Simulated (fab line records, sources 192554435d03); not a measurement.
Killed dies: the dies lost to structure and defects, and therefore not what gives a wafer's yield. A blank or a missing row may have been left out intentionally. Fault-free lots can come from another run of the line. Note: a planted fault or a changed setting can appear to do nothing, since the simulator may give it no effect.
Tool commonality check ; flow n5Finfet ; 9 lots, 26 wafers sampled

== WHY IT WAS OPENED ==
On 3 of the 9 lots, a flag is raised at N5_BEOL_M10_CD_MEAS_28 on the reading cdNm. Wafers without a fault read 69.8 nm, standard deviation 0.91.
Rule: flag the lot when none of its wafers has a number, or when each of its wafers that has one lies beyond 4 standard deviations from that mean. As for the other lots, they are considered sound.

lot;measured;on;cdNm (nm), wafer by wafer;flag
L548;day 10 06:40;cdSem-03;70.1 68.9 70.0;
L549;day 10 14:10;cdSem-02;69.1 70.2 70.2;
L551;day 10 23:44;cdSem-01;80.5 81.4 79.8;FLAGGED
L553;day 11 10:43;cdSem-03;79.6 78.5 79.7;FLAGGED
L554;day 11 15:04;cdSem-03;77.0 76.7 77.7;FLAGGED
L555;day 11 15:13;cdSem-03;70.1 70.8 70.5;
L564;day 14 05:19;cdSem-01;70.1 71.5;
L566;day 16 05:31;cdSem-03;68.5 68.1 69.0;
L570;day 17 12:50;cdSem-01;68.4 68.3 68.3;
The mean of the flagged lots' numbers is 79.0 nm, +9.2 nm from the usual (+10 standard deviations).

== EACH LOT AND THE TOOL IT RAN ON ==
The record holds 3 process steps before the reading, out of a route of 1938 steps. Cell contents, in order: the tool; ch with the chambers the sampled wafers went through; the start.
lot;flag;N5_BEOL_M10_ILD_DEP_00;N5_BEOL_M10_ETCH_62;N5_BEOL_M10_EXPOSE_25
L548;;pecvd-03 ch 1,2, day 10 01:32;rieDiel-05 ch 1,2,3, day 10 05:50;arfiScanner-01 ch 0, day 10 06:32
L549;;pecvd-03 ch 1,2, day 10 10:02;rieDiel-01 ch 0,1,3, day 10 12:35;arfiScanner-01 ch 0, day 10 14:02
L551;FLAGGED;pecvd-03 ch 0,1, day 10 20:57;rieDiel-01 ch 0,1,3, day 10 22:58;arfiScanner-01 ch 0, day 10 23:37
L553;FLAGGED;pecvd-04 ch 0,2, day 11 07:13;rieDiel-05 ch 0,3, day 11 09:42;arfiScanner-01 ch 0, day 11 10:34
L554;FLAGGED;pecvd-04 ch 0,2, day 11 12:05;rieDiel-05 ch 0,2, day 11 13:26;arfiScanner-01 ch 0, day 11 14:56
L555;;pecvd-04 ch 0,2, day 11 12:21;rieDiel-03 ch 1,3, day 11 13:52;arfiScanner-03 ch 0, day 11 15:05
L564;;pecvd-04 ch 0, day 14 01:29;rieDiel-01 ch 0,2, day 14 03:08;arfiScanner-02 ch 0, day 14 05:11
L566;;pecvd-04 ch 0,1, day 16 02:38;rieDiel-05 ch 1,2, day 16 04:04;arfiScanner-03 ch 0, day 16 05:23
L570;;pecvd-01 ch 0,1,2, day 17 07:43;rieDiel-01 ch 2,3, day 17 09:22;arfiScanner-02 ch 0, day 17 12:42
What the steps here do:
- N5_BEOL_M10_ILD_DEP_00: deposits SiCOH lowk from DEMS/porogen, target thk 308.51 nm, time 58 s.
- N5_BEOL_M10_ETCH_62: etches SOC in N2/H2, target depth 110 nm, overetch 22 nm, time 165 s.
- N5_BEOL_M10_EXPOSE_25: exposes mask V9.
- N5_BEOL_M10_CD_MEAS_28: target cd 70 nm.

== FLAGGED AGAINST TOTAL, ONE TOOL AT A TIME (gauges that did the reading follow at the end) ==
step;tool;lots run;flagged;share of the flagged lots;sound lots run after its first flagged lot
N5_BEOL_M10_ILD_DEP_00;pecvd-01;1;0;none;-
N5_BEOL_M10_ILD_DEP_00;pecvd-03;3;1;some;0
N5_BEOL_M10_ILD_DEP_00;pecvd-04;5;2;some;3 (L555,L564,L566)
N5_BEOL_M10_ETCH_62;rieDiel-01;4;1;some;2 (L564,L570)
N5_BEOL_M10_ETCH_62;rieDiel-03;1;0;none;-
N5_BEOL_M10_ETCH_62;rieDiel-05;4;2;some;1 (L566)
N5_BEOL_M10_EXPOSE_25;arfiScanner-01;5;3;all;0
N5_BEOL_M10_EXPOSE_25;arfiScanner-02;2;0;none;-
N5_BEOL_M10_EXPOSE_25;arfiScanner-03;2;0;none;-
N5_BEOL_M10_CD_MEAS_28;cdSem-01;3;1;some;2 (L564,L570)
N5_BEOL_M10_CD_MEAS_28;cdSem-02;1;0;none;-
N5_BEOL_M10_CD_MEAS_28;cdSem-03;5;2;some;2 (L555,L566)

== THE TABLE: WHAT IT ALLOWS ==
In the table, 1 row covers all flagged lots: arfiScanner-01 at N5_BEOL_M10_EXPOSE_25.
- arfiScanner-01 at N5_BEOL_M10_EXPOSE_25 ran 5 lots, 3 of them flagged. Last sound lot L549 at day 10 14:02, first flagged lot L551 at day 10 23:37; a fault beginning in between fits. Its own readings (exposureDoseMJCm2) fall more than 4 standard deviations out on all wafers of the flagged lots.
arfiScanner-01 at N5_BEOL_M10_EXPOSE_25 is the single tool remaining.

== WHAT HAD BEEN PUT IN BY THE SIMULATOR ==
Process parameters drifting: arfiScanner-01 at N5_BEOL_M10_EXPOSE_25, beginning at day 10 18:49. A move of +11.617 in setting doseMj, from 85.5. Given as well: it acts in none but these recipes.
Shown lots that were struck: L551, L553, L554. Same finding as the rule above.
